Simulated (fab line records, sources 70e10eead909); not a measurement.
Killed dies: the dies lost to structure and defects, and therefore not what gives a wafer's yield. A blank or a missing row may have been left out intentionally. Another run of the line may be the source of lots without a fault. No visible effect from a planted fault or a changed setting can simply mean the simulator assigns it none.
fab line records	flow nand_harc
record lots=24	wafers=72	last_day=34
route steps=1302 shown P_GATE@122 P_CONTACT@218
lots untouched by any fault: they come from a run of this same line in which no faults occurred
start_h: hours from the record's first day to the start of the lot's first wafer shown	wait_h: hours from the lot's prior step to this one	" same as the row above	L1.1+2: several wafers, shown together as one row	- no value present, or no start provided	* or withheld: withheld	< > ~ a bound
route shown NAME@n: NAME is a module with steps in the file, n the number in the route of the first one	usual: mean and standard deviation over wafers with no fault	same: alike in all rows	chamber/n: place in a boat	sites: the reading at each site	_std_site: the standard deviation of these	_edge_site: outer sites' mean less inner sites'	radius_mm: for every site, how far away it sits from the centre of the wafer	mask NAME#n: copy n	behind: tool/chamber where the wafer was last shaped	hold: reason for holding the lot/hours on hold/outcome of the hold	device: which transistor (n, p or np) failed to switch	end of line: at the end of the route, the tests of the same wafers	for a step that has no rows: nothing shown but its recipe	killed: dies lost to structure and defects at the first sort, not the wafer's yield	map: dies across one wafer; x = killed, . = not, _ = none there
set.NAME: the run value of the setting; set.NAME@STEP: its run value at that earlier step	model.NAME: the simulator's own value behind a step, which no gauge read
the route's steps for a sample of lots (tables are steps, rows are wafers)
services: a tool's chamber out of use, with start hour (start_h, from the record's first day; less than 0 if before it), hours out, and reason
## steps
# step NHARC_P_GATE_CD_MEAS_11
# recipe target_cd_nm=1640	landing_energy_ev=500
# usual cd_nm=1639.9/1.1
lot.wafer	tool	chamber	start_h	wait_h	cd_nm
L074.1	cd_sem-03	0	79.37	-	1639.7
L074.3	"	0	"	"	1640.0
L074.5	"	0	"	"	1638.9
L075.1	cd_sem-02	0	95.82	-	1641.7
L075.2	"	0	"	"	1640.8
L075.4	"	0	"	"	1641.5
L077.1	cd_sem-03	0	109.43	-	1639.9
L077.5	"	0	"	"	1638.3
L077.6	"	0	"	"	1638.2
L076.1	cd_sem-01	0	109.59	-	1640.0
L076.4	"	0	"	"	1640.3
L076.5	"	0	"	"	1640.0
L078.3	cd_sem-01	0	121.90	-	1640.4
L078.5	"	0	"	"	1641.4
L078.6	"	0	"	"	1641.4
L079.1	cd_sem-02	0	136.98	-	1640.7
L079.2	"	0	"	"	1640.5
L079.6	"	0	"	"	1640.9
L080.3	cd_sem-01	0	141.77	-	1640.3
L080.5	"	0	"	"	1640.5
L080.6	"	0	"	"	1640.0
L081.3	cd_sem-03	0	147.60	-	1640.2
L081.4	"	0	"	"	1640.2
L081.5	"	0	"	"	1639.4
L082.1	cd_sem-02	0	167.51	-	1637.9
L082.2	"	0	"	"	1641.3
L082.3	"	0	"	"	1638.5
L083.1	cd_sem-01	0	167.54	-	1638.4
L083.5	"	0	"	"	1638.9
L083.6	"	0	"	"	1640.2
L084.3	cd_sem-01	0	185.15	-	1638.4
L084.4	"	0	"	"	1640.9
L084.6	"	0	"	"	1639.2
L085.2	cd_sem-02	0	197.26	-	1638.0
L085.4	"	0	"	"	1639.1
L085.6	"	0	"	"	1639.2
L086.1	cd_sem-02	0	202.16	-	1638.8
L086.2	"	0	"	"	1640.5
L086.4	"	0	"	"	1640.6
L088.1	cd_sem-03	0	227.92	-	1640.5
L088.5	"	0	"	"	1640.1
L088.6	"	0	"	"	1640.1
L087.1	cd_sem-01	0	228.08	-	1641.4
L087.5	"	0	"	"	1640.3
L087.6	"	0	"	"	1640.4
L089.1	cd_sem-03	0	228.11	-	1639.0
L089.2	"	0	"	"	1639.2
L089.6	"	0	"	"	1639.7
L090.2	cd_sem-02	0	242.14	-	1641.6
L090.4	"	0	"	"	1640.7
L090.6	"	0	"	"	1638.7
L091.1	cd_sem-02	0	254.88	-	1642.3
L091.2	"	0	"	"	1639.5
L091.4	"	0	"	"	1641.7
L092.3	cd_sem-02	0	260.55	-	1641.0
L092.4	"	0	"	"	1639.9
L092.5	"	0	"	"	1641.8
L094.2	cd_sem-02	0	276.24	-	1639.6
L094.3	"	0	"	"	1637.9
L094.4	"	0	"	"	1638.8
L093.2	cd_sem-03	0	276.41	-	1641.7
L093.3	"	0	"	"	1641.2
L093.5	"	0	"	"	1640.7
L095.1	cd_sem-03	0	286.42	-	1639.9
L095.2	"	0	"	"	1640.7
L095.3	"	0	"	"	1639.2
L096.1	cd_sem-01	0	297.87	-	1638.3
L096.2	"	0	"	"	1640.7
L096.5	"	0	"	"	1640.0
L097.2	cd_sem-01	0	312.28	-	1639.2
L097.4	"	0	"	"	1639.0
L097.6	"	0	"	"	1639.6
# step NHARC_P_GATE_CD_MEAS_26
# recipe target_cd_nm=120	landing_energy_ev=500
# usual cd_nm=119.9/0.43
lot.wafer	tool	chamber	start_h	wait_h	cd_nm
L074.1	cd_sem-01	0	95.13	-	119.3
L074.3	"	0	"	"	119.3
L074.5	"	0	"	"	119.4
L075.1	cd_sem-02	0	110.49	-	120.4
L075.2	"	0	"	"	119.9
L075.4	"	0	"	"	120.2
L076.1	cd_sem-03	0	126.08	-	120.6
L076.4	"	0	"	"	120.8
L076.5	"	0	"	"	120.3
L077.1	cd_sem-02	0	126.40	-	120.5
L077.5	"	0	"	"	121.0
L077.6	"	0	"	"	120.8
L078.3	cd_sem-03	0	138.00	-	120.2
L078.5	"	0	"	"	120.6
L078.6	"	0	"	"	120.3
L079.1	cd_sem-03	0	151.32	-	120.1
L079.2	"	0	"	"	119.8
L079.6	"	0	"	"	119.7
L080.3	cd_sem-02	0	156.53	-	120.2
L080.5	"	0	"	"	119.9
L080.6	"	0	"	"	119.7
L081.3	cd_sem-03	0	161.43	-	119.7
L081.4	"	0	"	"	120.3
L081.5	"	0	"	"	120.3
L082.1	cd_sem-01	0	181.55	-	119.8
L082.2	"	0	"	"	119.6
L082.3	"	0	"	"	119.7
L083.1	cd_sem-02	0	182.20	-	120.2
L083.5	"	0	"	"	119.7
L083.6	"	0	"	"	119.4
L084.3	cd_sem-03	0	198.88	-	119.8
L084.4	"	0	"	"	119.9
L084.6	"	0	"	"	119.6
L085.2	cd_sem-03	0	212.92	-	119.6
L085.4	"	0	"	"	119.1
L085.6	"	0	"	"	120.0
L086.1	cd_sem-03	0	220.88	-	119.8
L086.2	"	0	"	"	119.4
L086.4	"	0	"	"	120.1
L089.1	cd_sem-01	0	243.66	-	119.5
L089.2	"	0	"	"	120.4
L089.6	"	0	"	"	119.7
L088.1	cd_sem-01	0	243.81	-	119.3
L088.5	"	0	"	"	119.4
L088.6	"	0	"	"	119.7
L087.1	cd_sem-01	0	244.29	-	120.1
L087.5	"	0	"	"	119.1
L087.6	"	0	"	"	119.6
L090.2	cd_sem-02	0	258.26	-	120.9
L090.4	"	0	"	"	120.1
L090.6	"	0	"	"	120.3
L091.1	cd_sem-02	0	269.08	-	119.2
L091.2	"	0	"	"	120.1
L091.4	"	0	"	"	119.8
L092.3	cd_sem-02	0	274.88	-	120.0
L092.4	"	0	"	"	119.0
L092.5	"	0	"	"	120.0
L094.2	cd_sem-01	0	290.08	-	118.8
L094.3	"	0	"	"	119.5
L094.4	"	0	"	"	120.0
L093.2	cd_sem-01	0	290.47	-	120.4
L093.3	"	0	"	"	120.0
L093.5	"	0	"	"	119.9
L095.1	cd_sem-02	0	302.33	-	119.9
L095.2	"	0	"	"	119.9
L095.3	"	0	"	"	120.0
L096.1	cd_sem-02	0	315.48	-	119.9
L096.2	"	0	"	"	120.1
L096.5	"	0	"	"	119.8
L097.2	cd_sem-01	0	329.22	-	120.7
L097.4	"	0	"	"	120.8
L097.6	"	0	"	"	120.5
# step NHARC_P_CONTACT_DEP_00
# recipe target_thk_a=5000	temp_c=400	pressure_torr=6.5	rf_w=900	teos_flow_sccm=161.4	flow_sccm=2650	target_thk_nm=500	gas=O2	material=SiO2
# usual heater_power_w=575/100	throttle_valve_pct=16.1/0.42
lot.wafer	tool	chamber	start_h	wait_h	heater_power_w	throttle_valve_pct
L074.3	pecvd-04	2	-	-	560	16.2
L074.1	"	0	"	"	606	16.5
L074.5	"	1	"	"	799	16.2
L075.1	pecvd-03	1	-	-	562	16.5
L075.2	"	2	"	"	570	15.5
L075.4	"	2	"	"	604	15.7
L077.1	pecvd-03	0	-	-	444	16.0
L077.6	"	0	"	"	460	15.8
L077.5	"	2	"	"	560	15.7
L076.1	pecvd-04	1	-	-	707	16.3
L076.5	"	2	"	"	518	16.3
L076.4	"	1	"	"	744	16.1
L078.3	pecvd-03	1	157.20	0.3	522	16.9
L078.6	"	0	"	"	452	15.8
L078.5	"	1	"	"	541	17.0
L079.2	pecvd-04	1	169.95	0.3	862	16.3
L079.1	"	0	"	"	617	16.2
L079.6	"	0	"	"	638	16.6
L080.3	pecvd-03	0	-	-	464	15.7
L080.5	"	1	"	"	569	16.5
L080.6	"	2	"	"	608	15.6
L081.3	pecvd-04	1	-	-	740	16.1
L081.4	"	0	"	"	624	16.5
L081.5	"	1	"	"	794	16.2
L082.3	pecvd-02	1	-	-	506	15.7
L082.2	"	2	"	"	478	16.1
L082.1	"	0	"	"	649	16.4
L083.1	pecvd-03	0	-	-	384	15.7
L083.6	"	0	"	"	423	15.7
L083.5	"	1	"	"	496	16.0
L084.3	pecvd-03	0	-	-	421	15.8
L084.4	"	1	"	"	640	16.2
L084.6	"	2	"	"	631	15.7
L085.2	pecvd-04	0	-	-	654	16.3
L085.4	"	0	"	"	696	16.6
L085.6	"	1	"	"	851	16.4
L086.1	pecvd-03	2	-	-	676	15.6
L086.2	"	0	"	"	439	16.1
L086.4	"	1	"	"	643	16.0
L087.1	pecvd-02	1	-	-	536	15.5
L087.6	"	1	"	"	564	15.3
L087.5	"	2	"	"	519	15.6
L089.1	pecvd-03	0	-	-	509	15.7
L089.2	"	1	"	"	592	16.0
L089.6	"	0	"	"	377	16.0
L088.1	pecvd-04	0	-	-	606	16.5
L088.6	"	1	"	"	798	16.6
L088.5	"	0	"	"	653	16.7
L090.2	pecvd-02	0	-	-	622	16.9
L090.6	"	2	"	"	477	16.0
L090.4	"	0	"	"	632	16.8
L091.2	pecvd-02	2	-	-	544	16.4
L091.1	"	1	"	"	513	15.3
L091.4	"	2	"	"	552	16.1
L092.3	pecvd-03	2	-	-	700	15.9
L092.5	"	1	"	"	622	16.0
L092.4	"	0	"	"	466	16.1
L094.2	pecvd-03	2	-	-	674	15.6
L094.3	"	0	"	"	499	15.9
L094.4	"	1	"	"	646	16.2
L093.3	pecvd-02	0	-	-	642	16.8
L093.2	"	1	"	"	481	15.5
L093.5	"	2	"	"	520	16.3
L095.1	pecvd-04	1	-	-	801	16.0
L095.2	"	2	"	"	454	16.0
L095.3	"	0	"	"	693	16.4
L096.2	pecvd-02	2	-	-	547	16.4
L096.1	"	1	"	"	478	15.2
L096.5	"	0	"	"	645	16.6
L097.2	pecvd-02	1	-	-	498	15.8
L097.4	"	2	"	"	438	16.3
L097.6	"	0	"	"	488	16.9
# step NHARC_P_CONTACT_OVL_MEAS_13
# usual overlay_x_nm=0.1/0.69	overlay_y_nm=0.1/0.7
lot.wafer	tool	chamber	start_h	wait_h	overlay_x_nm	overlay_y_nm
L074.1	overlay-02	-	115.57	-	0.1	0.0
L074.3	"	-	"	"	0.4	-0.4
L074.5	"	-	"	"	0.1	-0.6
L075.1	overlay-02	-	131.06	-	-0.4	0.8
L075.2	"	-	"	"	-0.2	0.6
L075.4	"	-	"	"	-0.5	0.7
L077.1	overlay-02	-	146.37	-	-0.2	0.5
L077.5	"	-	"	"	-0.5	0.2
L077.6	"	-	"	"	0.0	0.8
L076.1	overlay-02	-	148.88	-	-0.5	-0.1
L076.4	"	-	"	"	-1.4	-0.3
L076.5	"	-	"	"	-0.4	-0.8
L078.3	overlay-01	-	158.57	-	-1.6	-0.3
L078.5	"	-	"	"	-1.1	-0.5
L078.6	"	-	"	"	-1.1	-0.3
L079.1	overlay-02	-	171.47	-	-0.1	-0.5
L079.2	"	-	"	"	0.0	-0.4
L079.6	"	-	"	"	0.4	-0.4
L080.3	overlay-01	-	176.75	-	0.8	0.8
L080.5	"	-	"	"	0.8	0.4
L080.6	"	-	"	"	1.0	0.2
L081.3	overlay-01	-	181.33	-	0.3	-0.8
L081.4	"	-	"	"	0.2	-1.8
L081.5	"	-	"	"	1.0	-1.0
L082.1	overlay-02	-	201.73	-	0.2	-0.1
L082.2	"	-	"	"	0.6	0.0
L082.3	"	-	"	"	1.1	-0.6
L083.1	overlay-01	-	202.79	-	0.3	2.0
L083.5	"	-	"	"	0.5	1.9
L083.6	"	-	"	"	0.1	1.8
L084.3	overlay-01	-	219.28	-	0.3	0.4
L084.4	"	-	"	"	0.0	-0.2
L084.6	"	-	"	"	1.0	0.0
L085.2	overlay-02	-	232.95	-	0.1	-1.9
L085.4	"	-	"	"	0.4	-1.6
L085.6	"	-	"	"	0.4	-1.3
L086.1	overlay-01	-	241.07	-	-0.2	0.7
L086.2	"	-	"	"	-0.2	0.5
L086.4	"	-	"	"	-0.1	0.5
L087.1	overlay-01	-	264.95	-	-1.1	0.1
L087.5	"	-	"	"	-1.6	0.9
L087.6	"	-	"	"	-1.4	0.6
L089.1	overlay-01	-	265.41	-	-0.4	-0.4
L089.2	"	-	"	"	-0.4	0.2
L089.6	"	-	"	"	-0.9	0.3
L088.1	overlay-02	-	265.81	-	0.2	-0.4
L088.5	"	-	"	"	0.2	-0.3
L088.6	"	-	"	"	0.1	0.4
L090.2	overlay-02	-	278.41	-	1.3	0.5
L090.4	"	-	"	"	1.0	0.1
L090.6	"	-	"	"	0.8	0.4
L091.1	overlay-02	-	289.06	-	-0.5	0.5
L091.2	"	-	"	"	0.1	0.4
L091.4	"	-	"	"	-0.3	-0.2
L092.3	overlay-01	-	295.41	-	0.3	-0.5
L092.4	"	-	"	"	-0.4	-0.1
L092.5	"	-	"	"	0.7	-0.3
L094.2	overlay-02	-	310.75	-	1.0	1.0
L094.3	"	-	"	"	1.3	1.0
L094.4	"	-	"	"	0.7	0.7
L093.2	overlay-01	-	311.14	-	-0.2	-0.1
L093.3	"	-	"	"	0.2	-0.1
L093.5	"	-	"	"	0.0	0.0
L095.1	overlay-02	-	322.44	-	1.3	-0.3
L095.2	"	-	"	"	0.1	-0.4
L095.3	"	-	"	"	0.8	-0.3
L096.1	overlay-01	-	335.87	-	-0.2	-0.1
L096.2	"	-	"	"	0.0	0.5
L096.5	"	-	"	"	-0.6	0.6
L097.2	overlay-02	-	349.58	-	-0.7	-0.7
L097.4	"	-	"	"	-0.3	-0.4
L097.6	"	-	"	"	-0.4	-0.3
# step NHARC_P_CONTACT_ETCH_35
# recipe target_depth_a=390	over_etch_frac=0.3	time_s=65	ion_energy_ev=80	cf4_flow_sccm=150	ar_flow_sccm=0	rf_w=300	bias_w=100	chemistry=CF4
# usual drypump_motor_current_A=5.6/0.44	mfc_ar_sccm=0.005/0.01	oes_product_au=1.000/0.0071	rf_vpp_V=151.4/1.1	showerhead_plenum_p_Torr=1.77/0.066	throttle_valve_pct=13.283/0.0088
# same over_etch_frac=0.3	time_s=65
lot.wafer	tool	chamber	start_h	wait_h	drypump_motor_current_A	mfc_ar_sccm	oes_product_au	rf_hours_counter_h	rf_vpp_V	showerhead_plenum_p_Torr	throttle_valve_pct
L074.3	rie_diel-01	0	115.76	0.1	5.5	0	0.998	5.4	150.7	1.71	13.286
L074.1	"	1	"	"	5.8	0	1.011	5.3	151.9	1.82	13.287
L074.5	"	3	"	"	6.5	0.019	0.988	-	151.4	1.75	13.289
L075.1	rie_diel-02	2	131.24	0.1	5.2	0	0.989	2.0	151.6	1.75	13.276
L075.4	"	3	"	"	5.8	0	0.990	2.6	151.7	1.74	13.292
L075.2	"	1	"	"	5.2	0	0.989	2.7	153.3	1.88	13.295
L077.1	rie_diel-01	0	146.55	0.1	5.5	0	0.984	7.2	150.9	1.71	13.282
L077.5	"	0	"	"	5.5	0	0.991	-	149.6	1.71	13.293
L077.6	"	1	"	"	5.8	0	1.005	-	151.2	1.82	13.286
L076.1	rie_diel-02	3	149.09	0.1	5.8	0	0.997	3.3	150.1	1.74	13.296
L076.5	"	0	"	"	6.3	0	0.987	-	152.5	1.73	13.294
L076.4	"	1	"	"	5.1	0	0.994	-	150.6	1.88	13.268
L078.3	rie_diel-01	0	158.77	0.1	5.5	0	1.000	7.8	151.8	1.71	13.279
L078.5	"	1	"	"	5.8	0	1.004	-	153.7	1.82	13.279
L078.6	"	2	"	"	5.2	0	0.998	-	150.8	1.70	13.271
L079.2	rie_diel-02	2	171.65	0.1	5.2	0	1.004	3.0	151.1	1.75	13.287
L079.1	"	0	"	"	6.4	0	1.008	4.1	151.1	1.73	13.274
L079.6	"	2	"	"	5.3	0	1.000	-	151.8	1.75	13.286
L080.3	rie_diel-01	2	176.94	0.1	5.2	0	1.001	8.7	149.3	1.70	13.282
L080.6	"	1	"	"	5.7	0	1.003	-	153.3	1.82	13.296
L080.5	"	2	"	"	5.2	0	1.010	-	150.4	1.70	13.282
L081.4	rie_diel-05	3	181.52	0.1	5.1	0	1.004	1.9	150.6	1.67	13.279
L081.3	"	0	"	"	5.2	0.019	1.010	1.9	151.0	1.88	13.294
L081.5	"	2	"	"	5.9	0.030	0.994	-	150.9	1.78	13.279
L082.1	rie_diel-02	0	201.92	0.1	6.3	0	1.012	4.8	151.6	1.73	13.294
L082.3	"	1	"	"	5.1	0	0.994	5.1	152.8	1.88	13.282
L082.2	"	2	"	"	5.2	0	1.006	4.0	150.8	1.75	13.278
L083.1	rie_diel-05	2	202.98	0.1	5.9	0.030	1.012	2.4	151.0	1.78	13.286
L083.6	"	1	"	"	5.7	0	0.998	-	153.2	1.83	13.283
L083.5	"	2	"	"	5.9	0.030	1.000	-	150.9	1.78	13.296
L084.3	rie_diel-05	3	219.46	0.1	5.1	0	0.996	3.1	149.6	1.67	13.272
L084.4	"	1	"	"	5.7	0	1.008	3.0	151.5	1.83	13.269
L084.6	"	3	"	"	5.1	0	0.993	-	151.8	1.67	13.284
L085.2	rie_diel-01	0	233.16	0.1	5.5	0	0.991	1.5	149.3	1.71	13.275
L085.6	"	0	"	"	5.4	0	0.990	-	150.4	1.71	13.270
L085.4	"	1	"	"	5.8	0	1.002	-	151.1	1.82	13.280
L086.4	rie_diel-02	3	241.26	0.1	5.8	0	1.003	0.4	152.4	1.74	13.272
L086.1	"	0	"	"	6.3	0	1.004	0.4	150.9	1.73	13.274
L086.2	"	1	"	"	5.2	0	0.993	0.3	153.0	1.88	13.277
L087.1	rie_diel-01	0	265.15	0.1	5.4	0	0.999	3.1	149.8	1.71	13.284
L087.5	"	1	"	"	5.8	0	1.007	-	152.3	1.82	13.270
L087.6	"	2	"	"	5.2	0	1.004	-	152.2	1.70	13.282
L089.1	rie_diel-05	2	265.59	0.1	5.9	0.030	1.005	0.4	151.6	1.78	13.282
L089.2	"	3	"	"	5.1	0	1.003	0.4	150.1	1.67	13.294
L089.6	"	3	"	"	5.1	0	1.007	-	148.9	1.67	13.284
L088.1	rie_diel-01	2	266.00	0.1	5.2	0	1.018	2.9	151.2	1.70	13.292
L088.6	"	1	"	"	5.8	0	1.005	-	151.4	1.82	13.294
L088.5	"	2	"	"	5.2	0	1.012	-	150.1	1.69	13.274
L090.2	rie_diel-05	0	278.60	0.1	5.3	0.019	1.005	1.0	152.5	1.88	13.279
L090.4	"	2	"	"	5.9	0.030	1.000	-	150.8	1.78	13.283
L090.6	"	3	"	"	5.1	0	1.003	-	150.7	1.67	13.280
L091.1	rie_diel-02	1	289.24	0.1	5.1	0	1.006	1.6	152.2	1.88	13.296
L091.2	"	2	"	"	5.3	0	0.991	1.7	152.1	1.75	13.286
L091.4	"	3	"	"	5.8	0	1.009	1.6	152.2	1.74	13.273
L092.3	rie_diel-01	0	295.60	0.1	5.4	0	1.002	5.0	150.6	1.71	13.275
L092.4	"	3	"	"	6.5	0.019	1.004	2.9	151.9	1.75	13.271
L092.5	"	1	"	"	5.8	0	1.003	-	151.5	1.82	13.278
L094.3	rie_diel-02	1	310.94	0.1	5.2	0	0.985	2.2	154.1	1.88	13.264
L094.4	"	3	"	"	5.8	0	0.999	2.1	151.6	1.74	13.288
L094.2	"	0	"	"	6.3	0	1.004	2.1	150.7	1.73	13.260
L093.2	rie_diel-05	3	311.33	0.1	5.1	0	1.008	1.9	149.0	1.67	13.270
L093.3	"	2	"	"	6.0	0.030	0.991	2.1	151.5	1.78	13.284
L093.5	"	0	"	"	5.3	0.019	0.998	-	152.7	1.88	13.284
L095.2	rie_diel-02	3	322.64	0.1	5.8	0	1.008	2.6	151.8	1.74	13.281
L095.1	"	0	"	"	6.3	0	1.007	2.6	151.3	1.73	13.270
L095.3	"	1	"	"	5.1	0	0.991	2.7	152.9	1.88	13.284
L096.2	rie_diel-02	3	336.07	0.1	5.8	0	1.001	3.2	150.9	1.74	13.277
L096.1	"	0	"	"	6.3	0	1.006	3.2	150.2	1.73	13.280
L096.5	"	3	"	"	5.8	0	1.009	-	150.6	1.74	13.296
L097.2	rie_diel-05	0	349.77	0.1	5.2	0.019	0.992	2.9	151.7	1.88	13.290
L097.4	"	2	"	"	5.9	0.030	1.002	2.8	151.1	1.78	13.284
L097.6	"	0	"	"	5.2	0.019	1.000	-	152.9	1.88	13.277
# step NHARC_P_CONTACT_ETCH_31
# recipe target_depth_a=300	time_s=85.7	ion_energy_ev=120	over_etch_frac=1	ch3f_flow_sccm=50	o2_flow_sccm=30	ar_flow_sccm=200	rf_w=500	bias_w=100	chemistry=CH3F/O2
# usual drypump_motor_current_A=5.6/0.45	mfc_ar_sccm=200.0/0.57	oes_product_au=0.975/0.014	rf_vpp_V=244.4/1.6	showerhead_plenum_p_Torr=2.46/0.097	throttle_valve_pct=20.662/0.0091
# same over_etch_frac=1	time_s=85.7
lot.wafer	tool	chamber	start_h	wait_h	drypump_motor_current_A	mfc_ar_sccm	oes_product_au	rf_hours_counter_h	rf_vpp_V	showerhead_plenum_p_Torr	throttle_valve_pct
L074.3	rie_diel-01	2	-	-	5.2	200.3	0.962	5.5	242.3	2.36	20.667
L074.1	"	1	"	"	5.8	200.2	0.976	5.5	245.2	2.54	20.654
L074.5	"	2	"	"	5.2	199.1	0.971	-	242.5	2.36	20.654
L075.2	rie_diel-02	3	-	-	5.8	199.4	0.994	2.9	242.4	2.42	20.674
L075.4	"	1	"	"	5.2	200.4	0.980	3.0	247.7	2.62	20.665
L075.1	"	2	"	"	5.3	201.2	0.979	2.3	243.4	2.43	20.646
L077.1	rie_diel-01	3	-	-	6.5	199.4	0.968	5.9	245.3	2.43	20.665
L077.6	"	1	"	"	5.8	200.4	0.980	-	244.4	2.54	20.664
L077.5	"	2	"	"	5.2	200.9	0.987	-	242.1	2.36	20.674
L076.1	rie_diel-02	1	-	-	5.1	200.0	0.983	3.8	246.7	2.62	20.646
L076.4	"	3	"	"	5.8	200.6	0.992	-	243.4	2.42	20.669
L076.5	"	0	"	"	6.4	199.9	0.976	-	243.4	2.40	20.662
L078.3	rie_diel-01	3	-	-	6.5	200.2	0.942	6.5	244.0	2.43	20.676
L078.5	"	3	"	"	6.5	199.3	0.950	-	244.3	2.43	20.669
L078.6	"	0	"	"	5.5	199.4	0.942	-	241.6	2.37	20.662
L079.2	rie_diel-02	1	-	-	5.1	199.3	0.964	4.4	246.4	2.62	20.657
L079.1	"	3	"	"	5.8	200.5	0.961	4.4	243.7	2.42	20.669
L079.6	"	1	"	"	5.2	200.2	0.957	-	248.1	2.62	20.654
L080.3	rie_diel-01	2	-	-	5.2	199.5	0.969	9.1	243.9	2.35	20.673
L080.6	"	3	"	"	6.5	199.5	0.965	-	244.4	2.43	20.659
L080.5	"	0	"	"	5.4	199.9	0.969	-	244.5	2.37	20.659
L081.4	rie_diel-05	3	-	-	5.1	199.7	0.998	2.2	242.6	2.31	20.664
L081.3	"	1	"	"	5.7	199.1	0.973	2.0	245.9	2.55	20.667
L081.5	"	2	"	"	5.9	199.8	1.000	-	244.7	2.47	20.652
L082.1	rie_diel-02	3	-	-	5.8	200.1	0.975	5.2	243.9	2.42	20.672
L082.2	"	1	"	"	5.2	199.9	0.978	5.4	247.2	2.62	20.671
L082.3	"	2	"	"	5.3	199.7	0.972	4.3	243.2	2.43	20.651
L083.1	rie_diel-05	3	-	-	5.1	200.9	0.990	2.8	241.6	2.31	20.677
L083.6	"	3	"	"	5.1	200.5	0.982	-	241.7	2.31	20.662
L083.5	"	0	"	"	5.2	199.6	0.991	-	246.9	2.62	20.676
L084.3	rie_diel-05	1	-	-	5.7	200.2	0.976	3.4	245.9	2.55	20.656
L084.4	"	2	"	"	5.9	199.7	0.977	3.4	243.0	2.47	20.673
L084.6	"	1	"	"	5.7	200.1	0.984	-	246.4	2.55	20.670
L085.2	rie_diel-01	0	-	-	5.5	200.3	0.985	1.9	241.8	2.37	20.662
L085.4	"	1	"	"	5.8	200.6	0.996	1.9	247.5	2.53	20.673
L085.6	"	0	"	"	5.5	199.7	0.975	-	243.8	2.37	20.676
L086.1	rie_diel-02	2	-	-	5.3	199.3	0.973	0.6	243.9	2.43	20.654
L086.4	"	0	"	"	6.3	200.3	0.992	0.7	243.8	2.40	20.676
L086.2	"	1	"	"	5.2	199.6	0.990	0.7	246.4	2.62	20.659
L087.1	rie_diel-01	1	-	-	5.8	199.6	0.972	3.5	244.8	2.53	20.663
L087.6	"	0	"	"	5.5	199.3	0.969	-	242.1	2.37	20.677
L087.5	"	1	"	"	5.8	199.8	0.970	-	244.3	2.53	20.658
L089.2	rie_diel-05	1	-	-	5.7	201.3	0.959	0.8	246.4	2.55	20.653
L089.1	"	2	"	"	5.9	198.7	0.973	0.8	244.4	2.47	20.658
L089.6	"	0	"	"	5.2	199.9	0.947	-	246.7	2.62	20.662
L088.1	rie_diel-01	2	-	-	5.2	199.0	0.983	3.2	242.1	2.35	20.661
L088.6	"	1	"	"	5.8	200.1	0.978	-	246.0	2.53	20.666
L088.5	"	2	"	"	5.2	199.2	0.984	-	241.9	2.35	20.658
L090.2	rie_diel-05	3	-	-	5.1	199.0	0.988	1.3	241.7	2.31	20.660
L090.6	"	0	"	"	5.2	199.6	0.974	-	246.4	2.62	20.656
L090.4	"	2	"	"	5.9	200.7	0.986	-	243.8	2.47	20.644
L091.4	rie_diel-02	0	-	-	6.4	199.9	0.978	1.8	243.3	2.40	20.656
L091.1	"	1	"	"	5.2	200.7	0.988	2.0	245.7	2.62	20.642
L091.2	"	2	"	"	5.3	199.4	0.974	2.0	243.9	2.43	20.670
L092.4	rie_diel-01	2	-	-	5.2	199.6	0.964	5.3	241.9	2.35	20.664
L092.3	"	1	"	"	5.8	199.5	0.985	5.9	245.5	2.53	20.662
L092.5	"	2	"	"	5.2	200.1	0.974	-	242.5	2.35	20.669
L094.2	rie_diel-02	3	-	-	5.8	200.5	0.988	2.4	244.0	2.42	20.672
L094.3	"	0	"	"	6.4	200.3	0.989	2.4	243.0	2.40	20.652
L094.4	"	1	"	"	5.1	198.6	0.975	2.5	246.5	2.62	20.660
L093.3	rie_diel-05	0	-	-	5.3	199.9	0.979	2.3	246.9	2.62	20.661
L093.2	"	3	"	"	5.1	199.7	0.965	2.3	243.7	2.31	20.660
L093.5	"	0	"	"	5.2	199.9	0.981	-	245.3	2.62	20.653
L095.1	rie_diel-02	0	-	-	6.3	199.3	0.950	3.0	243.7	2.40	20.669
L095.2	"	1	"	"	5.1	199.8	0.947	3.1	245.9	2.62	20.671
L095.3	"	3	"	"	5.8	199.6	0.962	2.9	243.8	2.42	20.692
L096.1	rie_diel-02	2	-	-	5.2	199.7	0.964	3.0	244.5	2.43	20.667
L096.2	"	0	"	"	6.3	200.0	0.993	3.5	243.6	2.40	20.671
L096.5	"	3	"	"	5.8	199.9	0.986	-	242.2	2.42	20.649
L097.4	rie_diel-05	0	-	-	5.3	200.0	0.972	3.2	246.5	2.62	20.666
L097.2	"	1	"	"	5.7	200.8	0.980	2.6	246.5	2.55	20.662
L097.6	"	0	"	"	5.2	199.7	0.979	-	246.2	2.62	20.656
## services
tool	chamber	start_h	hours	kind
pecvd-04	-	92.61	13.0	pm
rie_diel-02	2	104.43	18.4	repair
rie_diel-01	2	119.88	3.0	repair
rie_diel-02	-	133.96	1.0	repair
rie_diel-05	-	134.59	2.6	repair
rie_diel-02	2	138.95	15.7	repair
pecvd-03	2	145.28	17.6	repair
rie_diel-05	1	161.11	5.5	repair
rie_diel-02	2	179.81	6.3	repair
pecvd-03	-	185.00	13.0	pm
rie_diel-02	0	187.40	1.6	repair
rie_diel-01	-	203.80	9.0	pm
rie_diel-01	3	214.29	14.6	repair
rie_diel-02	-	216.74	9.0	pm
rie_diel-01	2	224.78	8.7	repair
rie_diel-05	-	229.60	9.0	pm
rie_diel-01	3	245.67	2.4	repair
pecvd-03	1	260.06	2.0	repair
rie_diel-05	1	277.44	11.3	repair
rie_diel-05	3	296.45	5.2	repair
rie_diel-01	-	310.72	1.1	repair
rie_diel-02	2	321.45	8.6	repair
rie_diel-05	2	323.04	7.3	repair
rie_diel-02	3	344.23	2.7	repair
## key
fault none
